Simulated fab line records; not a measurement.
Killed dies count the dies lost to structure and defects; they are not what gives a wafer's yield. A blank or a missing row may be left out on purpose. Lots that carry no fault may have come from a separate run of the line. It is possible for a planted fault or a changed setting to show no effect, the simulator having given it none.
fab line records	flow n5Finfet
[record] lots = 5	wafers = 15	lastDay = 17
route steps=1938 shown MOL_CONTACT_COAG@540 PASSIVATION@1936
lots with no fault: from the same line, run without faults
startH: hours from the record's first day to the start of the lot's first wafer shown	waitH: time in hours since the lot's previous step	" unchanged from the row above	L1.1+2: a single row standing in for several wafers	- value missing, or start not given	* or withheld: withheld	< > ~ a bound
route shown NAME@n: NAME is a module with steps in the file, n the number in the route of the first one	usual: average and standard deviation across the fault-free wafers	same: alike in all rows	chamber/n: place in a boat	sites: per-site readings	_std_site: standard deviation of those values	_edge_site: mean of outer sites minus mean of inner sites	radiusMm: how far each site lies from the wafer's centre	mask NAME#n: copy n	behind: the tool/chamber that last shaped the wafer	hold: the reason the lot was held/the length of the hold in hours/how it ended	device: which transistor (n, p or np) failed to switch	end of line: tests run on the same wafers once the route is complete	where a step has no rows: the recipe by itself	killed: dies lost to structure and defects at the first sort, not the wafer's yield	map: per-die view of a wafer (x killed, . not killed, _ where there is no die)
set.NAME: the run value of the setting; set.NAME@STEP: its run value at that earlier step	model.NAME: the simulator's own value behind a step, which no gauge read
a table for each step, a row for each wafer; lots at some steps of the route
services: when a tool's chamber went out of use (startH, in hours from the record's first day, below 0 if earlier), for how many hours, and the reason
[[steps]]
[step N5_MOL_CONTACT_COAG_CD_MEAS_99]
[recipe] targetCdNm = 17.2	polarity = opening
[usual] cdNm = 17.22/0.27
lot.wafer	tool	chamber	startH	waitH	cdNm
L294.1	cdSem-01	-	105.05	-	17.48
L294.2	"	-	"	"	17.21
L294.3	"	-	"	"	17.67
L296.2	cdSem-01	-	113.30	-	17.17
L296.3	"	-	"	"	17.28
L296.5	"	-	"	"	17.00
L297.1	cdSem-02	-	118.86	-	16.89
L297.2	"	-	"	"	17.20
L297.3	"	-	"	"	17.69
L304.2	cdSem-03	-	159.25	-	17.57
L304.5	"	-	"	"	17.41
L304.6	"	-	"	"	17.39
L314.2	cdSem-01	-	224.56	-	17.25
L314.4	"	-	"	"	17.20
L314.6	"	-	"	"	16.88
[step N5_MOL_CONTACT_COAG_IMPLANT_129]
[recipe] species = Ge	energyKev = 3	doseCm2 = 6e+14	tiltDeg = 0	rotationDeg = 0
[step N5_MOL_CONTACT_COAG_PRECLEAN_111]
[recipe] chemistry = NF3:NH3	afsCycles = 1	tempC = 30	timeS = 20	sublimationTempC = 180	sublimationTimeS = 60	pressureTorr = 3	rfPowerW = 30
[step N5_MOL_CONTACT_COAG_TI_SIL_19]
[recipe] material = Ti	targetThkA = 42	tempC = 200	chamberPressurePa = 5	powerW = 5000	timeS = 15
[step N5_MOL_CONTACT_COAG_ALD_20]
[recipe] material = TiN	targetThkA = 15	tempC = 400	aldPrecursorFamily = TiCl4	aldCoReactant = NH3	pulseTimeS = 1	purgeTimeS = 3	coReactantPurgeTimeS = 2	coReactantPulseTimeS = 2	aldCycles = 68	pressureTorr = 3
[step N5_MOL_CONTACT_COAG_SIL_ANNEAL_21]
[recipe] tempC = 550	timeS = 60	ambient = N2
[step N5_MOL_CONTACT_COAG_PRE_CLEAN_141]
[recipe] gas = H2/He	timeS = 60	tempC = 300
[step N5_MOL_CONTACT_COAG_SPUTTER_143]
[recipe] material = Co	targetThkA = 25	tempC = 25	chamberPressurePa = 0.2
[usual] substrateTempC = 25.00/0.11	throttleValvePct = 29.5/0.83
lot.wafer	tool	chamber	startH	waitH	substrateTempC	throttleValvePct
L294.1	pvdSputter-02	-	107.14	0.0	24.96	29.0
L294.2	"	-	"	"	24.92	30.1
L294.3	"	-	"	"	25.09	29.8
L296.2	pvdSputter-03	-	115.40	0.0	25.13	29.1
L296.3	"	-	"	"	24.94	30.0
L296.5	"	-	"	"	24.93	29.1
L297.1	pvdSputter-03	-	122.07	0.0	25.05	29.5
L297.2	"	-	"	"	25.00	30.3
L297.3	"	-	"	"	24.90	29.2
L304.2	pvdSputter-02	-	163.15	0.0	25.07	29.8
L304.5	"	-	"	"	25.21	29.5
L304.6	"	-	"	"	25.03	29.8
L314.2	pvdSputter-01	-	226.93	0.0	25.02	28.6
L314.4	"	-	"	"	24.95	29.0
L314.6	"	-	"	"	25.02	29.6
[step N5_MOL_CONTACT_COAG_CO_FILL_22]
[recipe] material = Co	targetThkA = 200	tempC = 200	precursor = CCTBA/H2	pressureTorr = 30
[step N5_MOL_CONTACT_COAG_ANNEAL_113]
[recipe] tempC = 400	timeS = 300	ambient = H2/N2
[usual] lampPowerPct = 2.512/0.012	lamp_zone_6_pct = 2.487/0.012	lamp_zone_7_pct = 2.640/0.013	wafer_temp_C_max = 402.7/0.59
lot.wafer	tool	chamber	startH	waitH	lampPowerPct	lamp_zone_6_pct	lamp_zone_7_pct	wafer_temp_C_max
L294.1	rtpAnneal-02	0	107.88	0.3	2.502	2.476	2.634	402.8
L294.2	"	0	"	"	2.499	2.475	2.627	403.1
L294.3	"	0	"	"	2.498	2.476	2.626	403.8
L296.2	rtpAnneal-01	0	116.58	0.8	2.525	2.499	2.651	401.9
L296.3	"	0	"	"	2.524	2.501	2.654	401.8
L296.5	"	0	"	"	2.520	2.495	2.650	401.9
L297.1	rtpAnneal-02	0	123.15	0.7	2.501	2.477	2.626	402.3
L297.2	"	0	"	"	2.503	2.475	2.627	403.3
L297.3	"	0	"	"	2.499	2.476	2.629	402.1
L304.2	rtpAnneal-01	0	164.04	0.5	2.519	2.499	2.655	401.5
L304.5	"	0	"	"	2.524	2.501	2.652	403.4
L304.6	"	0	"	"	2.520	2.500	2.653	402.5
L314.2	rtpAnneal-02	0	227.82	0.5	2.499	2.473	2.628	402.4
L314.4	"	0	"	"	2.502	2.472	2.629	402.7
L314.6	"	0	"	"	2.502	2.478	2.627	402.6
[step N5_MOL_CONTACT_COAG_PRE_CLEAN_142]
[recipe] gas = H2/He	timeS = 60	tempC = 300
[step N5_MOL_CONTACT_COAG_SPUTTER_130]
[recipe] material = Co	targetThkA = 475	tempC = 25	chamberPressurePa = 0.5	powerW = 3000
[usual] substrateTempC = 24.98/0.11	throttleValvePct = 29.5/0.92
lot.wafer	tool	chamber	startH	waitH	substrateTempC	throttleValvePct
L294.1	pvdSputter-03	-	109.50	0.0	25.07	29.5
L294.2	"	-	"	"	24.76	29.1
L294.3	"	-	"	"	24.95	29.4
L296.2	pvdSputter-02	-	117.49	0.0	24.91	29.8
L296.3	"	-	"	"	24.83	28.9
L296.5	"	-	"	"	24.97	29.3
L297.1	pvdSputter-03	-	125.88	0.0	24.82	30.5
L297.2	"	-	"	"	25.07	29.2
L297.3	"	-	"	"	25.22	29.7
L304.2	pvdSputter-01	-	165.31	0.0	25.12	28.9
L304.5	"	-	"	"	25.07	31.6
L304.6	"	-	"	"	24.94	28.2
L314.2	pvdSputter-01	-	229.23	0.0	25.00	31.7
L314.4	"	-	"	"	25.01	29.0
L314.6	"	-	"	"	25.16	28.4
[step N5_MOL_CONTACT_COAG_PRECLEAN_125]
[recipe] chemistry = DIW	timeS = 57.5	tempC = 23
[usual] tempC = 22.98/0.1
lot.wafer	tool	chamber	startH	waitH	tempC
L294.1	wetBench-06	0	109.63	0.1	23.14
L294.2	"	5	"	"	23.06
L294.3	"	4	"	"	23.08
L296.2	wetBench-02	7	117.62	0.1	22.76
L296.3	"	0	"	"	22.93
L296.5	"	2	"	"	23.08
L297.1	wetBench-05	3	126.01	0.1	22.96
L297.2	"	2	"	"	22.90
L297.3	"	0	"	"	22.78
L304.2	wetBench-06	1	165.44	0.1	22.95
L304.5	"	4	"	"	22.84
L304.6	"	6	"	"	22.96
L314.2	wetBench-06	4	229.36	0.1	23.13
L314.4	"	7	"	"	23.01
L314.6	"	2	"	"	22.82
[step N5_MOL_CONTACT_COAG_SRD_126]
[recipe] dryTimeS = 32	dry = n2Spin	spinRpm = 1500
[step N5_MOL_CONTACT_COAG_CMP_23]
[recipe] stopOn = SiO2	tOverpolishS = 1.5	postCmpClean = cuAlkaline	downForcePsi = 2	platenRpm = 50.289	padVelocityMS = 1.0006	targetThkNm = 0
[step N5_MOL_CONTACT_COAG_WET_ETCH_26]
[recipe] target = Co	targetDepthNm = 13
[step N5_MOL_CONTACT_COAG_WET_ETCH_116]
[recipe] chemistry = SC1-inhibited	targetDepthNm = 4.6	dry = ipaMarangoni	rinseTimeS = 30	rinseTempC = 23
[step N5_MOL_CONTACT_COAG_ALD_27]
[recipe] material = SiOC	targetThkA = 170	tempC = 400	aldPrecursorFamily = carbosiloxane	aldCoReactant = H2-plasma	pulseTimeS = 1.5	timeS = 2720	purgeTimeS = 2	coReactantPurgeTimeS = 2	aldCycles = 340	pressureTorr = 2
[step N5_MOL_CONTACT_COAG_CMP_28]
[recipe] stopOn = SiNx	tOverpolishS = 0.85	postCmpClean = alkalineBrush	downForcePsi = 4.15	platenRpm = 51.8	padVelocityMS = 1.0307	targetThkNm = 14.522
[step N5_MOL_CONTACT_COAG_THK_MEAS_29]
[recipe] reads = SiNx_of_GATE_CUT_PECVD_57+SiNx_of_GATE_CUT_SAC_CAP_01
[usual] MD_CAP_THK = 17.92/0.074
lot.wafer	tool	chamber	startH	waitH	MD_CAP_THK[nm]
L294.1	filmMetro-01	-	113.13	-	18.01
L294.2	"	-	"	"	17.95
L294.3	"	-	"	"	17.99
L296.2	filmMetro-01	-	120.36	-	17.97
L296.3	"	-	"	"	17.93
L296.5	"	-	"	"	18.05
L297.1	filmMetro-01	-	128.79	-	17.95
L297.2	"	-	"	"	18.10
L297.3	"	-	"	"	17.91
L304.2	filmMetro-01	-	168.25	0.1	17.94
L304.5	"	-	"	"	17.94
L304.6	"	-	"	"	17.91
L314.2	filmMetro-02	-	232.44	-	17.86
L314.4	"	-	"	"	17.74
L314.6	"	-	"	"	17.96
[step N5_MOL_CONTACT_COAG_ALD_123]
[recipe] material = SiNx	targetThkA = 50	tempC = 400	aldPrecursorFamily = SiH2I2	aldCoReactant = N2/H2-plasma	pulseTimeS = 1	purgeTimeS = 2	coReactantPurgeTimeS = 2	aldCycles = 100	pressureTorr = 2
[step N5_MOL_CONTACT_COAG_PECVD_31]
[recipe] material = SiO2	targetThkA = 460	tempC = 400	precursor = TEOS/O2	pressureTorr = 6.5	rfW = withheld	teosFlowSccm = withheld	gas = O2	flowSccm = 2650	timeS = 8.9
[step N5_MOL_CONTACT_COAG_COAT_75]
[recipe] resist = SOC	tempC = 250	timeS = 60	spinRpm = 1500	resistThkNm = 60
[step N5_MOL_CONTACT_COAG_COAT_76]
[recipe] resist = SiARC	tempC = 220	timeS = 60	spinRpm = 1500	resistThkNm = 10
[step N5_MOL_CONTACT_COAG_COAT_77]
[recipe] resist = underlayer	tempC = 205	timeS = 60	spinRpm = 1500	resistThkNm = 10
[step N5_MOL_CONTACT_COAG_COAT_78]
[recipe] resist = CAR-EUV	spinRpm = 1500	resistThkNm = 40
[step N5_MOL_CONTACT_COAG_EBR_80]
[recipe] solvent = PGMEA	ebrWidthMm = 1.5
[step N5_MOL_CONTACT_COAG_SOFTBAKE_79]
[recipe] tempC = 110	timeS = 60	resist = CAR-EUV
[step N5_MOL_CONTACT_COAG_EXPOSE_81]
[recipe] maskId = VG	na = 0.33	sourceShape = annular	sigmaInner = 0.3	sigmaOuter = 0.7	polarization = unpolarized	defocusNm = 0	doseMj = 59.5
[step N5_MOL_CONTACT_COAG_PEB_82]
[recipe] pebTempC = 100	pebTimeS = 60	resist = CAR-EUV
[step N5_MOL_CONTACT_COAG_DEVELOP_83]
[recipe] developTimeS = 30	developer = TMAH	resist = CAR-EUV	rinseLiquid = surfactantRinse	dry = airSpin	devTempC = 23
[step N5_MOL_CONTACT_COAG_CD_MEAS_84]
[recipe] targetCdNm = 25.1	landingEnergyEv = 500	detector = seInlens	polarity = opening
[usual] cdNm = 25.11/0.22
lot.wafer	tool	chamber	startH	waitH	cdNm
L294.1	cdSem-03	0	114.01	-	25.36
L294.2	"	0	"	"	24.91
L294.3	"	0	"	"	25.19
L296.2	cdSem-01	0	121.37	-	24.84
L296.3	"	0	"	"	24.82
L296.5	"	0	"	"	25.01
L297.1	cdSem-02	0	129.80	-	25.17
L297.2	"	0	"	"	25.01
L297.3	"	0	"	"	24.59
L304.2	cdSem-03	0	169.26	-	24.67
L304.5	"	0	"	"	25.24
L304.6	"	0	"	"	24.84
L314.2	cdSem-02	0	233.44	-	25.32
L314.4	"	0	"	"	25.12
L314.6	"	0	"	"	25.29
[step N5_MOL_CONTACT_COAG_OVL_MEAS_85]
[recipe] pointsPerWafer = 522
[usual] VG_OVL = -0.1/0.63
lot.wafer	tool	chamber	startH	waitH	VG_OVL[nm]
L294.1	overlay-01	0	114.04	0.0	-1.5
L294.2	"	0	"	"	0.1
L294.3	"	0	"	"	-0.6
L296.2	overlay-02	0	121.40	0.0	0.3
L296.3	"	0	"	"	0.3
L296.5	"	0	"	"	0.5
L297.1	overlay-02	0	129.84	0.0	-0.3
L297.2	"	0	"	"	-1.4
L297.3	"	0	"	"	-0.2
L304.2	overlay-01	0	169.29	0.0	-0.5
L304.5	"	0	"	"	0.2
L304.6	"	0	"	"	0.1
L314.2	overlay-02	0	233.48	0.0	0.9
L314.4	"	0	"	"	0.1
L314.6	"	0	"	"	-0.6
[step N5_MOL_CONTACT_COAG_DESCUM_88]
[recipe] chemistry = O2	timeS = 7	sourcePowerW = 50	biasPowerW = 20	pressureMtorr = 20	rfFrequencyHz = 2.712e+07	tempC = 40	resist = CAR-EUV	o2FlowSccm = 225
[usual] chamberPressureMTorr = 19.999/0.018	drypumpMotorCurrentA = 5.5/0.44	oesProductAu = 0.81/0.095	rfVppV = 243.3/1.3	showerheadPlenumPTorr = 2.10/0.068	tempC = 39.99/0.11	throttleValvePct = 20.57/0.23
lot.wafer	tool	chamber	startH	waitH	chamberPressureMTorr	drypumpMotorCurrentA	oesProductAu	rfHoursCounterH	rfVppV	showerheadPlenumPTorr	tempC	throttleValvePct
L294.1	rieDiel-01	1	114.14	0.0	20.003	6.1	0.81	90	242.3	2.03	39.95	20.62
L294.2	"	2	"	"	19.993	5.6	1.00	1	246.6	2.24	39.87	20.01
L294.3	"	3	"	"	19.993	6.2	0.85	72	247.0	2.22	39.89	20.84
L296.2	rieDiel-01	2	121.50	0.0	19.988	5.6	0.98	3	245.3	2.24	39.90	20.01
L296.3	"	0	"	"	20.000	5.9	0.68	249	243.7	2.15	40.04	20.64
L296.5	"	1	"	"	19.976	6.1	0.78	-	242.5	2.03	40.02	20.63
L297.1	rieDiel-01	2	129.93	0.0	19.970	5.6	0.98	6	243.6	2.24	40.20	20.02
L297.2	"	3	"	"	20.008	6.2	0.84	77	244.5	2.22	40.10	20.85
L297.3	"	1	"	"	19.988	6.1	0.79	96	243.3	2.02	40.18	20.64
L304.2	rieDiel-02	1	169.38	0.0	19.987	5.4	0.93	12	243.8	2.05	40.15	20.16
L304.5	"	2	"	"	19.992	5.0	0.72	-	242.5	2.00	39.83	20.77
L304.6	"	3	"	"	20.016	4.9	0.75	-	242.9	2.10	39.89	20.48
L314.2	rieDiel-02	0	233.56	0.0	19.986	5.6	0.74	193	243.2	2.09	39.95	20.83
L314.4	"	3	"	"	20.018	4.9	0.73	178	244.1	2.09	40.05	20.52
L314.6	"	3	"	"	19.999	4.9	0.73	-	243.0	2.09	39.94	20.51
[step N5_MOL_CONTACT_COAG_ETCH_89]
[recipe] chemistry = N2/H2	target = underlayer	targetDepthA = 130	maskMaterial = CAR-EUV	timeS = 10.4	ionEnergyEv = 200	pressureMtorr = 30	sourceW = 840	biasW = 150	n2FlowSccm = 200	h2FlowSccm = 200	ends = cleared
[step N5_MOL_CONTACT_COAG_ETCH_90]
[recipe] chemistry = CF4	target = SiARC	targetDepthA = 130	maskMaterial = CAR-EUV	timeS = 21.7	ionEnergyEv = 80	pressureMtorr = 40	sourceW = 545	biasW = 36	Ar_flow_sccm = 100	cf4FlowSccm = 100	ends = cleared
[step N5_MOL_CONTACT_COAG_ALD_131]
[recipe] material = SiO2	targetThkA = 50	tempC = 100	aldPrecursorFamily = BDEAS	aldCoReactant = O2-plasma	pulseTimeS = 1	coReactantPulseTimeS = 1	purgeTimeS = 2	coReactantPurgeTimeS = 2	aldCycles = 35	pressureTorr = 2
[usual] chamberPressureTorr = 2.000/0.0046	heaterPowerW = 78/8	precursorPulseHeightRel = 0.997/0.022
[same] coReactantPulseTimeS = 1	coReactantPurgeTimeS = 2	pulseTimeS = 1
lot.wafer	tool	chamber	startH	waitH	chamberPressureTorr	heaterPowerW	precursorPulseHeightRel
L294.1	aldSin-03	1	114.29	0.1	2.000	69	0.979
L294.2	"	0	"	"	2.006	81	0.963
L294.3	"	2	"	"	2.004	75	1.017
L296.2	aldSin-03	0	121.63	0.1	1.996	80	1.015
L296.3	"	2	"	"	2.002	72	1.006
L296.5	"	0	"	"	1.997	79	0.986
L297.1	aldSin-04	1	130.06	0.1	1.996	73	1.011
L297.2	"	0	"	"	2.007	95	1.025
L297.3	"	3	"	"	2.005	64	0.995
L304.2	aldSin-01	3	169.98	0.5	2.001	77	0.995
L304.5	"	1	"	"	1.997	68	1.045
L304.6	"	2	"	"	2.000	89	0.996
L314.2	aldSin-01	1	234.00	0.4	1.994	72	1.043
L314.4	"	3	"	"	1.999	79	0.973
L314.6	"	1	"	"	1.995	71	0.974
[step N5_MOL_CONTACT_COAG_ETCHBACK_132]
[recipe] chemistry = CHF3	target = SiO2	targetDepthA = 100	timeS = 6.7	ionEnergyEv = 200	pressureMtorr = 30	sourceW = 610	biasW = 170	Ar_flow_sccm = 200	CHF3_flow_sccm = 50
[step N5_MOL_CONTACT_COAG_ETCH_91]
[recipe] chemistry = N2/H2	target = SOC	targetDepthA = 600	overetchA = 210	maskMaterial = SiARC	tempC = 40	timeS = 101.2	ionEnergyEv = 200	pressureMtorr = 30	sourceW = 840	biasW = 150	n2FlowSccm = 200	h2FlowSccm = 200
[step N5_PASSIVATION_PROBE_49]
[usual] defectLimitedYield = 91.1/1.4	killed_at_M0_to_M3 = 35/8.7	killed_at_M4_up = 14/5.3	killedAtContacts = 12/6.2	killedAtFrontEnd = 41/12	killedAtOther = 3.4/2.6	killedDies = 105/16	killedOpen = 67/13	killedShort = 36/7.3	sort_bin_5_function = 5.2/0.96	sort_bin_6_memory = 3.3/0.6	sortNPass = 1075/16	sortYieldPct = 91.1/1.4
[same] grossDies = 1180	killedAtBackSide = 0	sort_bin_4_leakage[%] = 0	sort_bin_8_speed[%] = 0
lot.wafer	tool	chamber	startH	waitH	defectLimitedYield[%]	killed_at_M0_to_M3	killed_at_M4_up	killedAtContacts	killedAtFrontEnd	killedAtOther	killedDies	killedOpen	killedShort	sort_bin_5_function[%]	sort_bin_6_memory[%]	sortNPass	sortYieldPct[%]
L304.6	prober-02	-	348.16	0.4	81.2	40	16	139	24	3	222	57	29	10.3	4.8	958	81.2
// killed by level:class
L304.6 MOL_CONTACT_COAG:unspecified=133 BEOL_M3:geometricParticle:open=8 GATE_CUT:geometricParticle:short=7 GATE_CUT:geometricParticle:open=7 BEOL_M0_SAQP:geometricParticle:short=7 MOL_CONTACT_COAG:geometricParticle:open=6 BEOL_M2:geometricParticle:open=6 BEOL_M0_SAQP:geometricParticle:open=5
// map L304.6 (x killed, . not)
_________________............________________
______________....x.x.........x._____________
___________....x.........x.........__________
__________......x....x.........xx..._________
________.......xxxxx....x..x..x....x.._______
_______...xx.x..xxxxx.x......x.x......x______
______..x...xxxxxxxxxxxxx..x....x......._____
_____.....xxxxxxxxxxxxxx..x..........x...____
____.......xxxxxxxxxxxxxxx................___
___......x..xxxxxxxxxxxx...........x....x..__
___.........xxxxxxxxxxxxx....x.............__
__..........xxxxxxxxxxxx........x.x........x_
__x.........xxxxxxxxxxxx...x.....x.........._
_x.........x.xxxxxxxxxx.x...........x.....x.x
_..........x..x.xxx.xx..x....................
_.x........x.x.xxx.xx...x......x......x.x....
_................x...x.........x.............
_.x...........x..............................
_.....x...................x.x................
_..........................xx................
_x.x...x......xx............................x
__.........x..................x..x........x._
__.............................x.........x.x_
___x.........x...x.........................__
___.......x.................x..........x...__
____...........x..........................___
_____....x......x..x.....x......x........____
______.................................._____
_______......x...xx................x...______
________x..............x...x.........._______
__________x......x.................x_________
___________.....x...x..........x...__________
______________....x...x........._____________
_________________............________________
// map L294.3 (x killed, . not)
_________________............________________
______________.................._____________
___________..x....................x__________
__________x...................x....._________
________.....x...x................x..._______
_______x........x......................______
______..................x..x.........x.._____
_____......x............x..x....x......x.____
____...........x.........................x___
___..........x...............x.......x.....__
___...x.........x..............x...........__
__...x..x..............xx....x...x..x......._
__..........x....x........x................._
_.......x...........x..xx..............xx....
_...x.......x......................x.........
_...xx.x.............x....x...............x..
_.....................x..............x.......
_x.x............x..................x.x.x.....
_......x.x........................x...x...x..
_.x...x...............x.........x...x........
_......xx.....x.....x......................x.
__.......x..........x......................._
__.....x..................................x._
___...........................x............__
___.......x.......x......x......x..........__
____x.....................................___
_____....x....x....x..............x...x.x____
______...x........................x....._____
_______x......xx.........x.............______
________xx..................x........._______
__________.........................._________
___________........xx..............__________
______________..x.............x._____________
_________________............________________
[[services]]
tool	chamber	startH	hours	kind
rieDiel-01	2	95.82	-	clean
rieDiel-01	2	95.82	-	consumableReplace:focusRing
rieDiel-01	2	95.82	-	consumableReplace:showerhead
rieDiel-01	2	95.82	15.9	scheduledDown
rieDiel-01	2	95.82	15.9	ventCycle
pvdSputter-03	-	104.26	1.1	repair
rieDiel-01	1	105.60	1.4	repair
rtpAnneal-02	-	108.78	0.8	pm
rieDiel-02	1	119.95	-	clean
rieDiel-02	1	119.95	-	consumableReplace:focusRing
rieDiel-02	1	119.95	15.3	scheduledDown
rieDiel-02	1	119.95	15.3	ventCycle
rieDiel-01	0	125.47	-	clean
rieDiel-01	0	125.47	-	consumableReplace:focusRing
rieDiel-01	0	125.47	24.0	scheduledDown
rieDiel-01	0	125.47	24.0	ventCycle
aldSin-03	3	172.68	20.5	repair
aldSin-03	-	178.11	14.0	pm
aldSin-03	0	178.11	14.0	ventCycle
aldSin-03	1	178.11	14.0	ventCycle
aldSin-03	2	178.11	14.0	ventCycle
rieDiel-02	0	180.49	4.4	repair
rieDiel-02	-	220.78	2.3	repair
aldSin-04	-	223.62	0.7	repair
[[key]]
[firstSign] step = N5_PASSIVATION_PROBE_49	reading = killedAtContacts	direction = up	sigmas = 21	usual = 12	struck = 139
[effect] step = N5_PASSIVATION_PROBE_49	reading = defectLimitedYield	direction = down	sigmas = 7.2	usual = 91.1	struck = 81.2
[moreKillsBornAt] N5_MOL_CONTACT_COAG_PRECLEAN_125@wetBench-06 = 133
metAt N5_MOL_CONTACT_COAG_PRECLEAN_125
struckWafers L304.6
[fault] kind = chamberParticleSource	tool = wetBench-06	chamber = 6	onsetH = 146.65	steps = N5_MOL_CONTACT_COAG_PRECLEAN_125	ratePerVisitCm2 = 1.0375	endH = 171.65
